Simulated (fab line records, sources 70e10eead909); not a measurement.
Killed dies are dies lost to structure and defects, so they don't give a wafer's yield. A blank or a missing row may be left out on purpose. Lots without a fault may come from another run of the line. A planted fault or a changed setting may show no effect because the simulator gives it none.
Chamber matching | flow nand_harc | NHARC_P_ZERO_WELL_DESCUM_54 on rie_diel-11: 4 sister chambers
The step chemistry O2, time 3 s. 4 wafers are shown with their chamber, then 10 later ones without.

WAFERS WITH THEIR CHAMBER
wafer  | chamber | drypump_motor_current_A (A)
L079.4 | 0       | 4.9
L083.5 | 3       | 6.6
L087.1 | 1       | 5.8
L087.5 | 2       | 6.5

WAFERS WITHOUT THEIR CHAMBER
wafer  | drypump_motor_current_A (A)
L087.6 | 6.6
L090.2 | 4.8
L090.4 | 6.6
L090.5 | 4.9
L091.2 | 6.5
L091.4 | 4.8
L091.6 | 4.9
L096.1 | 6.5
L096.4 | 4.9
L096.5 | 6.4

WHICH CHAMBER EACH WENT THROUGH
wafer  | from the rows above     | in truth
L087.6 | can't be placed: 3 or 2 | 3
L090.2 | 0                       | 0
L090.4 | can't be placed: 3 or 2 | 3
L090.5 | 0                       | 0
L091.2 | can't be placed: 2 or 3 | 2
L091.4 | 0                       | 0
L091.6 | 0                       | 0
L096.1 | can't be placed: 2 or 3 | 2
L096.4 | 0                       | 0
L096.5 | can't be placed: 2 or 3 | 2
Placed correctly: 5 of 10. Can't be placed from these rows: 5 (the true chamber is among the candidates in 5). Placed wrongly: 0.
How it was worked out, from the rows above alone: a wafer's distance from a chamber is the root of the sum, over the readings, of the square of ((its reading less the chamber's mean) divided by the reading's scatter). The wafer belongs to the nearest chamber; if the next one is less than 2 further off, it can't be placed. A chamber's mean is the mean of its shown wafers. The scatter: with one shown wafer a chamber, the root of the mean of the squares of how far each hidden wafer lies from its nearest shown one.
